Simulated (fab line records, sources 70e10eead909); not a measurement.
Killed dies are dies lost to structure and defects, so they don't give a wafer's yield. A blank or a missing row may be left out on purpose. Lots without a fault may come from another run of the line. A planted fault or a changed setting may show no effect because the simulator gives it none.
A struck lot beside a sound one | flow nand_harc | 14 steps out of a route of 1159
Sound: wafers L479.1, L479.2, L479.4. Struck: wafers L473.1, L473.2, L473.5. The cause comes at the end.
At each step with rows: each side's tool, then ch and its chambers, then its first start. Under that, the readings that differ: sound wafers | struck wafers | difference of the means | sigmas: that difference in standard deviations of wafers without a fault.
alike: readings whose means differ by less than 2 such deviations, and words and numbers that are the same on both sides. not compared: withheld readings, readings that some wafer has no value for, bounds like >300 that may hide the same value, and numbers for which the record gives no deviation and whose values overlap.
The two part at a step that has a row with sigmas, a row that says differs or no value, or rows on one side only. Numbers that don't overlap but have no deviation are shown without sigmas and don't part them. A reading that every wafer of one side lacks parts them only if that side has two wafers or more.

NHARC_A_STAIRCASE_STRIP_316: strips in O2.
  sound on rie_diel-01 ch 0,1,2; struck on rie_diel-13 ch 0,1
  alike: drypump_motor_current_A, oes_product_au, rf_vpp_V, showerhead_plenum_p_Torr, throttle_valve_pct
  not compared: rf_hours_counter_h
then, 3 steps without rows for these wafers: NHARC_A_STAIRCASE_STRIP_317 (strips in SPM, time 900 s); NHARC_A_STAIRCASE_PRECLEAN_318 (cleans in SC1); NHARC_A_STAIRCASE_SRD_329.
NHARC_A_STAIRCASE_ALD_415: deposits SiO2, target thk 30 nm, pulse time 6 s, ald cycles 300.
  sound on ald_hk-03 ch 0,2,3, day 16 05:24; struck on ald_hk-04 ch 0,2,3, day 14 05:04
  alike: heater_power_outer_w, heater_power_w, precursor_pulse_height_rel
NHARC_A_STAIRCASE_ETCHBACK_416: etches the open film in C4F8/O2/Ar, target depth 36 nm, time 7.2 s.
  sound on rie_diel-01 ch 0,1,3; struck on rie_diel-13 ch 0,1,2
  alike: oes_product_au, rf_vpp_V
  not compared: rf_hours_counter_h
NHARC_A_STAIRCASE_STRIP_476: strips in O2, time 20 s.
  sound on rie_diel-01 ch 0,2,3, day 16 07:35; struck on rie_diel-13 ch 0,3, day 14 06:46
  alike: drypump_motor_current_A, oes_product_au, rf_vpp_V, showerhead_plenum_p_Torr, throttle_valve_pct
  not compared: rf_hours_counter_h
NHARC_A_STAIRCASE_DEP_417: deposits Si3N4, target thk 60 nm.
  sound on pecvd-04 ch 0,1, day 16 08:14; struck on pecvd-02 ch 0,2, day 14 06:52
  alike: heater_power_w
then, 3 steps without rows for these wafers: NHARC_A_STAIRCASE_WET_418 (chemistry H3PO4, target depth 20 nm); NHARC_A_STAIRCASE_PRECLEAN_419 (cleans in SC1); NHARC_A_STAIRCASE_SRD_421.
NHARC_A_STAIRCASE_ALD_420: deposits SiO2, target thk 20 nm, pulse time 6 s, ald cycles 200.
  sound on ald_hk-02 ch 0,1,2, day 16 11:58; struck on ald_hk-04 ch 1,2,3, day 14 08:06
  no value came back on the struck wafers for ald_cycles, heater_power_outer_w (W), heater_power_w (W), precursor_pulse_height_rel; on the sound wafers ald_cycles reads 200 200 200
then, 1 step without rows for these wafers: NHARC_A_STAIRCASE_CVD_552 (deposits SiNx, target thk 40 nm).
-- the record jumps here: 7 days lie between the struck wafers' starts before and after (it left off in module A_STAIRCASE and takes up again in module END, whose first step shown is number 1159 of the route) --
NHARC_END_SORT_01:
  the record has rows for the struck wafers here (prober-02 ch 0, day 21 04:17) and none for the sound ones

WHERE THEY PART
First at NHARC_A_STAIRCASE_ALD_420; last, within this record, at NHARC_END_SORT_01.

WHY: what the simulator had put in
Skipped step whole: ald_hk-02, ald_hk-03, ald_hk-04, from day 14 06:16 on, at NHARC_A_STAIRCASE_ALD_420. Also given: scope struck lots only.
